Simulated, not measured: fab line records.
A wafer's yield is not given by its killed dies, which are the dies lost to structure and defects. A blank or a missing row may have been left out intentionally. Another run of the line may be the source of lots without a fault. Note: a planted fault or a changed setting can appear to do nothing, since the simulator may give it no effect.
Which tool did it? | flow n5 finfet | 30 wafers from 10 lots sampled at 3 of the route's 1938 steps

## WHAT EACH GAUGE READ, for each wafer
N5_BEOL_M0_CUTY_CD_MEAS_57: the cd target is 200 nm.
lot  | measured     | on        | cd nm (nm)
L076 | day 6 09:18  | cd sem-02 | 201.2 201.0 202.1
L078 | day 6 17:36  | cd sem-01 | 200.8 200.2 200.6
L080 | day 7 04:51  | cd sem-02 | 199.7 198.4 200.4
L083 | day 7 23:12  | cd sem-03 | 199.1 200.3 199.0
L085 | day 8 21:47  | cd sem-01 | 199.4 199.4 197.9
L087 | day 9 03:10  | cd sem-02 | 199.2 198.0 200.3
L089 | day 9 15:10  | cd sem-02 | 199.9 199.0 200.0
L091 | day 9 22:23  | cd sem-03 | 199.2 198.9 200.4
L093 | day 10 13:42 | cd sem-01 | 200.4 199.1 199.5
L096 | day 11 05:31 | cd sem-02 | 199.2 200.9 201.1

## EACH LOT AND THE TOOL THAT RAN IT (in order: tool; ch and the chambers of the sampled wafers; start)
lot  | N5_BEOL_M0_SAQP_SPACER2_ALD_26    | N5_BEOL_M0_SAQP_ETCH_88
L076 | ald sin-01 ch 1,3, day 6 06:05    | rie diel-02 ch 2,3, day 6 07:25
L078 | ald sin-02 ch 1,2,3, day 6 14:55  | rie diel-05 ch 1,2,3, day 6 16:20
L080 | ald sin-02 ch 1,2,3, day 7 02:23  | rie diel-02 ch 0,1,2, day 7 03:43
L083 | ald sin-01 ch 0,1, day 7 20:40    | rie diel-05 ch 1,2,3, day 7 22:02
L085 | ald sin-01 ch 0,2, day 8 17:58    | rie diel-06 ch 1,3, day 8 19:18
L087 | ald sin-04 ch 1,2, day 9 00:32    | rie diel-02 ch 0,2, day 9 01:54
L089 | ald sin-01 ch 0,2, day 9 12:41    | rie diel-02 ch 0,1,2, day 9 14:01
L091 | ald sin-01 ch 0,2, day 9 19:57    | rie diel-02 ch 1,2, day 9 21:15
L093 | ald sin-04 ch 1,2, day 10 11:21   | rie diel-06 ch 0,1,2, day 10 12:34
L096 | ald sin-01 ch 0,1,2, day 11 02:49 | rie diel-02 ch 0,1,3, day 11 04:13
- N5_BEOL_M0_SAQP_SPACER2_ALD_26: deposits SiO2, target thk 15 nm, pulse time 1 s, purge time 2 s.
- N5_BEOL_M0_SAQP_ETCH_88: etches underlayer in N2/H2, target depth 6.5 nm, time 5.2 s.

## THE ANSWER, worked out from the rows above alone
Rule: usual is defined by the lots themselves. Put in order of their means at a reading, lots are off if they are a third of the lots or fewer, leave a main group of 4 or more, and stand apart from it by a gap of 3 or more times the standard deviation of the main group's means; of several such gaps the widest counts. The tables above print the reading to a certain number of digits; a main group whose means all agree to those digits is not used. Also off: a lot with no number at a reading for which 4 or more lots have one. Where the step has rows for the other lots, those lots are counted as sound.
Nothing can be told from this: no lot is off at any reading shown.

## WHAT THE SIMULATOR HAD INSERTED
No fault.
